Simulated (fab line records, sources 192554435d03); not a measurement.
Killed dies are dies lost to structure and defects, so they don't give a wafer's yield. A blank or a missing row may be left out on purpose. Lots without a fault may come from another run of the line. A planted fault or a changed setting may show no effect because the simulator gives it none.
fab line records | flow n5_finfet
record lots=11 wafers=33 last_day=17
route steps=1938 shown BEOL_M10@1524 BEOL_M11@1539 PASSIVATION@1936
lots that met no fault: from a run of the same line without faults
start_h: hours from the record's first day to the start of the lot's first wafer shown | wait_h: hours since the lot's step before | " the same as in the row above | L1.1+2: a row that stands for several wafers | - no value, or no start given | * or withheld: withheld | < > ~ a bound
route shown NAME@n: a module of which the file shows steps, and the number in the route of the first | usual: mean/standard deviation of fault-free wafers | same: alike in all rows | chamber/n: place in a boat | sites: the reading at each site | _std_site: their standard deviation | _edge_site: outer sites' mean less inner sites' | radius_mm: how far each site lies from the wafer's centre | mask NAME#n: copy n | behind: the tool/chamber that last shaped the wafer | hold: why the lot was held/for how many hours/how that ended | device: the transistor (n, p or np) that didn't switch | end of line: the same wafers' tests at the end of the route | a step without rows: its recipe alone | killed: dies lost to structure and defects at the first sort, not the wafer's yield | map: a wafer's dies, x killed, . not, _ none there
set.NAME: the setting as run; set.NAME@STEP: as run at that earlier step | model.NAME: the simulator's own value behind a step, which no gauge read
steps of the route over a sample of lots; a table a step, a row a wafer
services: from which hour (start_h, from the record's first day; less than 0 if before it) a tool's chamber was out of use, for how many hours, and why
## steps
# step N5_BEOL_M10_ALD_74
# recipe material=TaN target_thk_a=20 temp_c=275 ald_precursor_family=PDMAT ald_co_reactant=NH3 pressure_torr=3 carrier_flow_sccm=1500 pulse_time_s=2 purge_time_s=3 co_reactant_purge_time_s=2 co_reactant_pulse_time_s=3 ald_cycles=40 precursor_vessel_temp_c=75 precursor_vessel_pressure_torr=26.25 precursor_vessel_carrier_sccm=1000
# usual heater_power_w=435/42
# columns lot.wafer tool chamber start_h wait_h heater_power_w since_wet_clean_h
L207.1 ald_metal-02 2 245.05 0.0 431 2985
L207.3 " 1 " " 481 2985
L207.5 " 1 " " 465 -
L209.3 ald_metal-01 3 265.51 0.1 442 4544
L209.4 " 0 " " 364 4544
L209.6 " 2 " " 482 -
L211.1 ald_metal-01 0 266.44 0.0 376 4545
L211.4 " 2 " " 471 4545
L211.6 " 2 " " 485 -
L210.2 ald_metal-02 0 266.58 0.0 488 3006
L210.3 " 2 " " 433 3006
L210.6 " 0 " " 483 -
L214.2 ald_metal-02 3 281.89 0.1 404 3022
L214.4 " 1 " " 466 3022
L214.5 " 0 " " 476 -
L215.1 ald_metal-01 1 285.40 0.1 425 4564
L215.4 " 0 " " 376 4564
L215.6 " 1 " " 431 -
L217.1 ald_metal-03 2 299.64 0.0 416 6116
L217.2 " 1 " " 431 6116
L217.3 " 3 " " 422 6116
L221.1 ald_metal-03 3 324.04 0.1 399 6141
L221.5 " 2 " " 425 -
L221.6 " 3 " " 418 -
L224.1 ald_metal-01 2 342.05 0.1 474 4620
L224.2 " 3 " " 428 4620
L224.3 " 1 " " 431 4620
L225.1 ald_metal-02 1 342.69 0.1 478 3083
L225.3 " 0 " " 489 3083
L225.4 " 2 " " 428 3083
L226.3 ald_metal-02 0 360.02 0.0 486 3100
L226.4 " 3 " " 418 3100
L226.6 " 0 " " 486 -
# step N5_BEOL_M10_CMP_52
# recipe stop_on=SiCOH_lowk t_overpolish_s=7 down_force_psi=1 platen_rpm=50 clearing_platen_down_force_psi=1.5 clearing_platen_rpm=50 post_cmp_clean=cu_alkaline target_thk_nm=140 clearing_platen_pad_velocity_m_s=0.99484 pad_velocity_m_s=0.99484
# usual barrier_field_endpoint_s=28.9/0.82 motor_current_A=5.9/0.75 overpolish_run_s=6.999/0.0096 time_to_endpoint_s=65/3.8
# columns lot.wafer tool chamber start_h wait_h barrier_field_endpoint_s motor_current_A overpolish_run_s time_to_endpoint_s
L207.1 cmp-02 2 246.36 0.3 28.3 6.4 7.003 63
L207.3 " 3 " " 28.9 6.6 6.998 68
L207.5 " 0 " " 28.8 6.7 7.006 64
L209.4 cmp-02 0 266.76 0.2 29.0 6.4 7.007 62
L209.3 " 2 " " 28.4 6.0 6.984 64
L209.6 " 0 " " 28.6 6.3 6.989 65
L211.1 cmp-01 3 268.12 0.3 28.0 5.1 6.975 69
L211.4 " 0 " " 28.6 6.4 6.995 66
L211.6 " 2 " " 27.5 4.9 6.990 63
L210.3 cmp-01 3 268.43 0.3 28.9 5.0 7.001 65
L210.2 " 0 " " 30.1 6.0 6.992 67
L210.6 " 1 " " 29.3 6.7 6.991 65
L214.4 cmp-04 1 283.14 0.2 28.9 4.5 7.004 66
L214.2 " 2 " " 27.6 5.6 7.010 62
L214.5 " 3 " " 27.6 6.3 7.003 56
L215.4 cmp-01 0 287.05 0.2 30.3 6.2 6.994 71
L215.1 " 1 " " 28.4 6.6 6.986 64
L215.6 " 0 " " 29.1 6.1 7.006 65
L217.1 cmp-01 3 301.14 0.3 29.7 4.9 6.981 68
L217.2 " 1 " " 28.5 6.6 7.001 62
L217.3 " 2 " " 28.3 4.7 7.000 61
L221.1 cmp-04 3 325.26 0.3 27.9 6.3 7.008 57
L221.6 " 1 " " 29.8 4.5 6.991 63
L221.5 " 2 " " 28.2 5.9 7.004 62
L224.1 cmp-04 1 343.28 0.3 29.2 4.8 6.990 65
L224.2 " 2 " " 29.1 5.6 6.998 64
L224.3 " 3 " " 28.4 5.7 7.008 58
L225.4 cmp-04 3 344.03 0.1 28.7 5.5 7.012 61
L225.3 " 0 " " 29.3 6.1 7.007 66
L225.1 " 2 " " 28.8 5.4 7.003 66
L226.4 cmp-04 3 361.05 0.1 28.0 5.9 6.991 58
L226.3 " 2 " " 28.2 5.7 7.007 60
L226.6 " 0 " " 29.4 6.0 6.988 64
# step N5_BEOL_M11_PECVD_70
# recipe material=SiO2 target_thk_a=200 temp_c=400 precursor=TEOS/O2 pressure_torr=5.5 rf_w=450 teos_flow_sccm=53.8 gas=O2 flow_sccm=3000 time_s=22.7
# usual heater_power_w=704/100 showerhead_plenum_p_Torr=8.75/0.068 susceptor_temp_C=399.99/0.21 throttle_valve_pct=22.6/2.2
# columns lot.wafer tool chamber start_h wait_h heater_power_w showerhead_plenum_p_Torr since_wet_clean_h susceptor_temp_C throttle_valve_pct
L207.1 pecvd-02 2 247.79 0.0 779 8.84 198 399.76 21.1
L207.3 " 1 " " 804 8.80 1677 400.24 22.0
L207.5 " 2 " " 769 8.82 - 399.81 21.2
L209.3 pecvd-02 2 267.85 0.0 836 8.81 218 399.94 21.1
L209.4 " 2 " " 823 8.85 - 400.10 21.1
L209.6 " 1 " " 716 8.80 - 400.11 21.9
L211.1 pecvd-03 1 269.20 0.0 620 8.63 1879 399.85 23.2
L211.4 " 0 " " 642 8.73 - 400.13 27.5
L211.6 " 2 " " 799 8.72 - 400.08 20.2
L210.2 pecvd-04 2 269.47 0.0 722 8.64 38 400.32 21.6
L210.3 " 1 " " 523 8.79 1517 399.82 22.5
L210.6 " 1 " " 522 8.78 - 399.64 22.3
L214.2 pecvd-04 2 284.19 0.0 836 8.68 53 400.27 21.7
L214.4 " 0 " " 670 8.75 - 400.24 22.4
L214.5 " 2 " " 859 8.65 - 399.92 21.9
L215.1 pecvd-03 0 288.13 0.0 781 8.75 1173 400.02 27.4
L215.4 " 1 " " 634 8.66 - 400.22 23.1
L215.6 " 2 " " 733 8.72 - 399.71 20.4
L217.1 pecvd-04 2 302.26 0.0 714 8.66 71 385.70 21.8
L217.2 " 1 " " 512 8.77 1550 385.70 22.4
L217.3 " 0 " " 608 8.76 825 385.90 22.3
L221.1 pecvd-04 1 326.79 0.0 488 8.76 1574 385.36 22.7
L221.5 " 2 " " 740 8.67 - 386.12 22.0
L221.6 " 0 " " 619 8.75 - 385.34 22.4
L224.1 pecvd-03 1 344.72 0.0 518 8.64 1955 400.06 23.3
L224.2 " 2 " " 786 8.72 462 399.62 20.6
L224.3 " 0 " " 739 8.75 1230 399.99 27.5
L225.1 pecvd-03 2 346.02 0.0 717 8.74 463 399.89 20.2
L225.3 " 1 " " 592 8.65 1956 400.04 23.3
L225.4 " 0 " " 741 8.74 - 400.05 27.4
L226.3 pecvd-03 2 362.65 0.0 778 8.72 480 400.13 20.5
L226.4 " 1 " " 637 8.67 - 400.10 23.1
L226.6 " 0 " " 701 8.76 - 400.00 27.2
# step N5_BEOL_M11_CD_MEAS_11
# recipe target_cd_nm=64.1 landing_energy_ev=500 detector=se_inlens polarity=opening
# usual cd_nm=64.1/0.73
# same landing_energy_ev=500
# columns lot.wafer tool chamber start_h wait_h cd_nm
L207.1 cd_sem-03 0 249.91 - 64.2
L207.3 " 0 " " 63.4
L207.5 " 0 " " 64.9
L209.3 cd_sem-03 0 269.56 - 64.4
L209.4 " 0 " " 64.7
L209.6 " 0 " " 64.8
L211.1 cd_sem-02 0 270.42 - 63.9
L211.4 " 0 " " 63.8
L211.6 " 0 " " 64.9
L210.2 cd_sem-01 0 270.51 - 63.9
L210.3 " 0 " " 63.9
L210.6 " 0 " " 64.2
L214.2 cd_sem-01 0 286.01 - 64.7
L214.4 " 0 " " 65.5
L214.5 " 0 " " 63.2
L215.1 cd_sem-02 0 289.86 - 64.9
L215.4 " 0 " " 63.2
L215.6 " 0 " " 63.2
L217.1 cd_sem-01 0 303.90 - 63.6
L217.2 " 0 " " 64.5
L217.3 " 0 " " 63.1
L221.1 cd_sem-01 0 328.03 - 65.1
L221.5 " 0 " " 63.8
L221.6 " 0 " " 63.9
L224.1 cd_sem-03 0 346.32 - 64.0
L224.2 " 0 " " 64.4
L224.3 " 0 " " 64.4
L225.1 cd_sem-02 0 346.57 - 64.3
L225.3 " 0 " " 64.1
L225.4 " 0 " " 63.5
L226.3 cd_sem-01 0 365.09 - 63.4
L226.4 " 0 " " 64.5
L226.6 " 0 " " 64.3
# step N5_BEOL_M11_CMP_52
# recipe stop_on=SiCOH_lowk t_overpolish_s=7 down_force_psi=1 platen_rpm=50 clearing_platen_down_force_psi=1.5 clearing_platen_rpm=50 post_cmp_clean=cu_alkaline target_thk_nm=140 clearing_platen_pad_velocity_m_s=0.99484 pad_velocity_m_s=0.99484
# usual barrier_field_endpoint_s=28.6/0.82 motor_current_A=6.2/0.72
# columns lot.wafer tool chamber start_h wait_h barrier_field_endpoint_s motor_current_A
L207.1 cmp-03 0 257.87 0.3 27.6 7.5
L207.3 " 2 " " 27.3 6.7
L207.5 " 0 " " 28.8 7.5
L209.4 cmp-04 0 273.97 0.2 29.4 6.0
L209.3 " 2 " " 28.4 5.9
L209.6 " 3 " " 28.2 6.0
L210.3 cmp-02 3 275.50 0.2 27.9 6.2
L210.2 " 0 " " 27.8 6.1
L210.6 " 3 " " 28.0 6.2
L211.4 cmp-04 0 276.40 0.2 29.2 6.0
L211.1 " 2 " " 27.1 5.8
L211.6 " 0 " " 29.1 6.1
L214.4 cmp-04 2 291.20 0.2 27.8 5.9
L214.2 " 0 " " 28.2 6.2
L214.5 " 2 " " 27.7 5.8
L215.1 cmp-03 0 295.51 0.3 28.1 7.4
L215.4 " 1 " " 29.3 5.9
L215.6 " 0 " " 29.0 7.3
L217.2 cmp-02 1 307.86 0.2 31.4 7.2
L217.3 " 3 " " 32.3 5.9
L217.1 " 0 " " 30.6 6.3
L221.1 cmp-03 1 333.03 0.3 30.8 5.8
L221.6 " 3 " " 31.3 5.8
L221.5 " 0 " " 31.4 7.3
L224.3 cmp-02 2 351.61 0.2 28.0 6.1
L224.2 " 0 " " 28.0 6.1
L224.1 " 1 " " 29.0 7.6
L225.4 cmp-03 0 353.24 0.3 28.7 7.0
L225.1 " 1 " " 29.0 5.6
L225.3 " 3 " " 29.3 6.2
L226.4 cmp-04 3 371.17 0.1 28.4 6.1
L226.3 " 1 " " 29.1 4.7
L226.6 " 3 " " 28.1 5.5
# step N5_PASSIVATION_PROBE_49
# usual defect_limited_yield=91.7/1.4 killed_at_M0_to_M3=31/11 killed_at_M4_up=13/4.6 killed_at_contacts=13/6.7 killed_at_front_end=39/9.6 killed_at_other=3.5/2.8 killed_dies=98/16 killed_on_rim=13/4.2 killed_open=64/11 killed_short=33/8.5 sort_bin_5_function=4.9/0.96 sort_bin_6_memory=3.1/0.59 sort_bin_8_speed=0.2/1.3 sort_n_pass=1080/23
# same gross_dies=1180 killed_at_back_side=0 sort_bin_4_leakage[%]=0
# columns lot.wafer tool chamber start_h wait_h defect_limited_yield[%] killed_at_M0_to_M3 killed_at_M4_up killed_at_contacts killed_at_front_end killed_at_other killed_dies killed_on_rim killed_open killed_short sort_bin_5_function[%] sort_bin_6_memory[%] sort_bin_8_speed[%] sort_n_pass
L210.2 prober-01 - 319.20 0.1 91.0 34 18 9 38 7 106 8 77 29 5.5 3.3 0 1074
L210.3 prober-01 - 319.25 0.1 92.2 21 7 19 41 4 92 7 69 23 4.6 3.1 0 1088
L210.6 prober-01 - 319.40 0.3 91.4 27 11 11 45 7 101 9 68 33 4.7 3.4 0 1079
L211.1 prober-02 - 326.48 0.8 93.4 20 19 3 34 2 78 10 61 17 4.1 2.2 0 1102
L211.4 prober-02 - 326.63 0.9 93.1 30 15 7 25 4 81 8 50 31 4.4 2.3 0 1099
L211.6 prober-02 - 326.73 1.0 93.6 20 13 8 33 1 75 9 54 21 3.7 2.5 0 1105
L214.2 prober-01 - 337.36 0.1 91.7 21 16 11 42 8 98 9 70 24 4.9 3.3 0 1082
L214.4 prober-01 - 337.46 0.2 93.0 22 13 9 35 4 83 9 57 24 4.2 2.8 0 1097
L214.5 prober-01 - 337.51 0.2 91.4 26 10 15 47 3 101 14 60 41 4.7 3.7 0 1079
L221.1 prober-02 - 375.27 0.0 92.1 27 17 10 39 0 93 11 66 23 4.2 3.5 0.1 1087
L221.5 prober-02 - 375.47 0.2 89.9 42 14 7 52 4 119 21 78 37 5.8 3.7 0 1061
L221.6 prober-02 - 375.52 0.3 91.2 28 11 7 55 3 104 14 69 33 5.1 3.6 0 1076
L224.1 prober-02 - 387.91 0.0 91.2 36 15 10 37 6 104 16 72 32 4.9 3.6 0 1076
L224.2 prober-02 - 387.96 0.1 91.5 30 9 16 35 10 100 7 70 30 4.9 3.3 0.1 1079
L224.3 prober-02 - 388.01 0.1 88.1 55 18 15 43 9 140 15 105 34 7.6 4.1 0 1040
L225.1 prober-02 - 393.04 0.0 91.9 23 15 20 34 3 95 11 62 32 4.2 3.6 0 1085
L225.3 prober-02 - 393.14 0.1 93.7 25 11 14 21 3 74 4 50 24 4.0 2.2 0.8 1096
L225.4 prober-02 - 393.19 0.2 93.5 17 19 16 22 3 77 7 50 27 3.6 2.8 0 1103
L226.3 prober-01 - 414.47 0.3 91.9 21 16 2 52 5 96 15 58 32 4.9 2.8 0 1084
L226.4 prober-01 - 414.52 0.3 91.7 17 18 6 57 0 98 12 69 28 5.2 3.0 0 1082
L226.6 prober-01 - 414.62 0.4 90.1 34 21 14 44 4 117 14 85 30 6.4 3.3 0 1063
# killed by level:class
L210.2 STI_FIN_REVEAL:geometric_particle:open=9 BEOL_M3:geometric_particle:open=9 BEOL_M4:geometric_particle:open=9 MOL_CONTACT_COAG:geometric_particle:open=8 BEOL_M1:geometric_particle:open=8 FIN_SAQP:geometric_particle:open=7 GATE_CUT:geometric_particle:short=7 DUMMY_GATE:geometric_particle:open=4
L210.3 MOL_CONTACT_COAG:geometric_particle:open=18 GATE_CUT:geometric_particle:short=9 DUMMY_GATE:geometric_particle:open=7 STI_FIN_REVEAL:geometric_particle:open=6 FIN_SAQP:geometric_particle:open=5 BEOL_M0:geometric_particle:open=5 STARTING-WAFER:geometric_particle:open=5 BEOL_M1:geometric_particle:open=4
L210.6 STI_FIN_REVEAL:geometric_particle:open=16 MOL_CONTACT_COAG:geometric_particle:open=10 BEOL_M0_SAQP:geometric_particle:open=9 BEOL_M0_SAQP:geometric_particle:short=8 GATE_CUT:geometric_particle:open=7 FIN_SAQP:geometric_particle:short=5 FIN_SAQP:geometric_particle:open=4 BEOL_M0:geometric_particle:open=4
L211.1 STI_FIN_REVEAL:geometric_particle:open=8 DUMMY_GATE:geometric_particle:open=8 BEOL_M2:geometric_particle:open=7 BEOL_M3:geometric_particle:open=7 BEOL_M4:geometric_particle:open=7 BEOL_M6:geometric_particle:open=5 FIN_SAQP:geometric_particle:short=3 GATE_CUT:geometric_particle:short=3
L211.4 BEOL_M1:geometric_particle:open=8 STI_FIN_REVEAL:geometric_particle:open=7 BEOL_M4:geometric_particle:open=7 BEOL_M0_SAQP:geometric_particle:short=6 MOL_CONTACT_COAG:geometric_particle:open=5 FIN_SAQP:geometric_particle:short=3 GATE_CUT:geometric_particle:short=3 GATE_CUT:geometric_particle:open=3
L211.6 STI_FIN_REVEAL:geometric_particle:open=13 MOL_CONTACT_COAG:geometric_particle:open=6 BEOL_M1:geometric_particle:open=5 BEOL_M4:geometric_particle:short=5 BEOL_M4:geometric_particle:open=5 DUMMY_GATE:geometric_particle:open=4 GATE_CUT:geometric_particle:short=4 BEOL_M0:geometric_particle:open=4
L214.2 MOL_CONTACT_COAG:geometric_particle:open=11 DUMMY_GATE:geometric_particle:open=9 STI_FIN_REVEAL:geometric_particle:open=6 GATE_CUT:geometric_particle:open=6 BEOL_M4:geometric_particle:open=6 FIN_SAQP:geometric_particle:short=5 BEOL_M2:geometric_particle:open=5 GATE_CUT:geometric_particle:short=4
L214.4 MOL_CONTACT_COAG:geometric_particle:open=8 BEOL_M1:geometric_particle:open=7 BEOL_M4:geometric_particle:open=6 FIN_SAQP:geometric_particle:open=5 BEOL_M2:geometric_particle:open=5 STARTING-WAFER:geometric_particle:open=5 STI_FIN_REVEAL:geometric_particle:open=4 DUMMY_GATE:geometric_particle:open=4
L214.5 MOL_CONTACT_COAG:geometric_particle:open=11 FIN_SAQP:geometric_particle:short=9 BEOL_M1:geometric_particle:open=6 STI_FIN_REVEAL:geometric_particle:open=6 GATE_CUT:geometric_particle:short=6 FIN_SAQP:geometric_particle:open=5 BEOL_M0_SAQP:geometric_particle:open=5 BEOL_M3:geometric_particle:open=5
L221.1 FIN_SAQP:geometric_particle:open=11 BEOL_M2:geometric_particle:open=10 MOL_CONTACT_COAG:geometric_particle:open=9 STI_FIN_REVEAL:geometric_particle:open=6 ILD0:geometric_particle:open=6 BEOL_M1:geometric_particle:open=6 FIN_SAQP:geometric_particle:short=5 BEOL_M4:geometric_particle:open=5
L221.5 FIN_SAQP:geometric_particle:open=15 BEOL_M2:geometric_particle:open=15 FIN_SAQP:geometric_particle:short=13 BEOL_M0_SAQP:geometric_particle:open=8 BEOL_M0_SAQP:geometric_particle:short=8 BEOL_M4:geometric_particle:open=7 STI_FIN_REVEAL:geometric_particle:open=6 DUMMY_GATE:geometric_particle:open=5
L221.6 STI_FIN_REVEAL:geometric_particle:open=12 FIN_SAQP:geometric_particle:short=11 FIN_SAQP:geometric_particle:open=9 BEOL_M2:geometric_particle:open=7 MOL_CONTACT_COAG:geometric_particle:open=6 BEOL_M1:geometric_particle:open=6 BEOL_M3:geometric_particle:open=6 BEOL_M4:geometric_particle:open=5
L224.1 FIN_SAQP:geometric_particle:open=10 MOL_CONTACT_COAG:geometric_particle:open=9 BEOL_M0_SAQP:geometric_particle:short=9 BEOL_M1:geometric_particle:open=9 STI_FIN_REVEAL:geometric_particle:open=8 BEOL_M4:geometric_particle:open=8 BEOL_M1:geometric_particle:short=6 GATE_CUT:geometric_particle:open=4
L224.2 MOL_CONTACT_COAG:geometric_particle:open=15 BEOL_M0_SAQP:geometric_particle:short=8 STI_FIN_REVEAL:geometric_particle:open=7 BEOL_M1:geometric_particle:open=7 STARTING-WAFER:geometric_particle:open=6 FIN_SAQP:geometric_particle:short=5 FIN_SAQP:geometric_particle:open=5 BEOL_M0_SAQP:geometric_particle:open=5
L224.3 BEOL_M1:geometric_particle:open=19 FIN_SAQP:geometric_particle:open=13 STI_FIN_REVEAL:geometric_particle:open=13 MOL_CONTACT_COAG:geometric_particle:open=13 BEOL_M3:geometric_particle:open=10 BEOL_M0_SAQP:geometric_particle:open=9 BEOL_M0_SAQP:geometric_particle:short=6 BEOL_M4:geometric_particle:open=6
L225.1 MOL_CONTACT_COAG:geometric_particle:open=17 FIN_SAQP:geometric_particle:short=6 BEOL_M0_SAQP:geometric_particle:short=5 BEOL_M8:geometric_particle:open=5 BEOL_M2:geometric_particle:open=5 FIN_SAQP:geometric_particle:open=4 STI_FIN_REVEAL:geometric_particle:open=4 STI_FIN_REVEAL:geometric_particle:short=3
L225.3 MOL_CONTACT_COAG:geometric_particle:open=11 BEOL_M0_SAQP:geometric_particle:open=8 BEOL_M0_SAQP:geometric_particle:short=6 FIN_SAQP:geometric_particle:short=4 STI_FIN_REVEAL:geometric_particle:open=4 GATE_CUT:geometric_particle:short=3 ILD0:geometric_particle:open=3 MOL_CONTACT_COAG:geometric_particle:short=3
L225.4 MOL_CONTACT_COAG:geometric_particle:open=12 BEOL_M0:geometric_particle:open=5 BEOL_M1:geometric_particle:short=5 BEOL_M8:geometric_particle:open=5 ILD0:geometric_particle:short=4 MOL_CONTACT_COAG:geometric_particle:short=4 BEOL_M4:geometric_particle:open=4 FIN_SAQP:geometric_particle:short=3
L226.3 STI_FIN_REVEAL:geometric_particle:open=11 FIN_SAQP:geometric_particle:short=10 FIN_SAQP:geometric_particle:open=9 BEOL_M3:geometric_particle:open=8 GATE_CUT:geometric_particle:short=6 BEOL_M2:geometric_particle:open=5 BEOL_M4:geometric_particle:open=4 GATE_CUT:geometric_particle:open=3
L226.4 STI_FIN_REVEAL:geometric_particle:open=19 BEOL_M4:geometric_particle:open=8 GATE_CUT:geometric_particle:short=7 BEOL_M3:geometric_particle:open=6 FIN_SAQP:geometric_particle:open=5 STI_FIN_REVEAL:geometric_particle:short=5 ILD0:geometric_particle:short=5 GATE_CUT:geometric_particle:open=5
L226.6 STI_FIN_REVEAL:geometric_particle:open=22 BEOL_M4:geometric_particle:open=12 MOL_CONTACT_COAG:geometric_particle:open=11 BEOL_M2:geometric_particle:open=8 BEOL_M3:geometric_particle:open=6 FIN_SAQP:geometric_particle:open=4 GATE_CUT:geometric_particle:short=4 BEOL_M0_SAQP:geometric_particle:open=4
## services
# columns tool chamber start_h hours kind
ald_metal-02 - 237.99 1.2 pm
cmp-01 - 241.18 2.2 pm
pecvd-03 - 242.55 1.7 repair
cmp-01 - 243.90 4.0 pm
pecvd-03 - 247.71 5.3 repair
cmp-02 - 248.06 0.8 repair
cmp-04 - 248.72 3.4 repair
cmp-02 - 252.76 2.7 repair
cmp-01 - 260.80 0.8 repair
cmp-02 - 263.10 2.0 repair
cmp-04 - 269.35 4.0 pm
cmp-03 - 281.13 8.0 repair
cmp-04 - 284.46 6.0 pm
ald_metal-02 3 288.94 4.6 repair
ald_metal-01 3 296.75 5.8 repair
ald_metal-01 - 297.32 14.6 pm
pecvd-03 1 300.78 2.8 repair
cmp-02 - 303.32 1.6 repair
cmp-02 - 307.52 0.3 repair
cmp-02 - 315.83 4.0 pm
cmp-02 - 319.83 4.8 pm
pecvd-03 1 322.46 12.9 repair
ald_metal-02 1 326.00 5.1 repair
cmp-04 - 330.87 1.7 repair
## key
first_sign step=N5_BEOL_M11_PECVD_70 reading=susceptor_temp_C direction=down sigmas=68 usual=* struck=*
effect step=N5_BEOL_M11_CMP_52 reading=barrier_field_endpoint_s direction=up sigmas=3.3 usual=28.6 struck=31.3
met_at N5_BEOL_M11_PECVD_70
struck_lots L217,L221
not_acting_at N5_BEOL_M10_ALD_74,N5_BEOL_M10_CMP_52,N5_BEOL_M11_CD_MEAS_11
onset_between 284.19 302.26
fault kind=process_parameter_drift tool=pecvd-04 chamber=- onset_h=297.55 steps=N5_BEOL_M11_PECVD_70 channel=temp_c offset=* shape=step end_h=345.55 acts_in=* stated=*
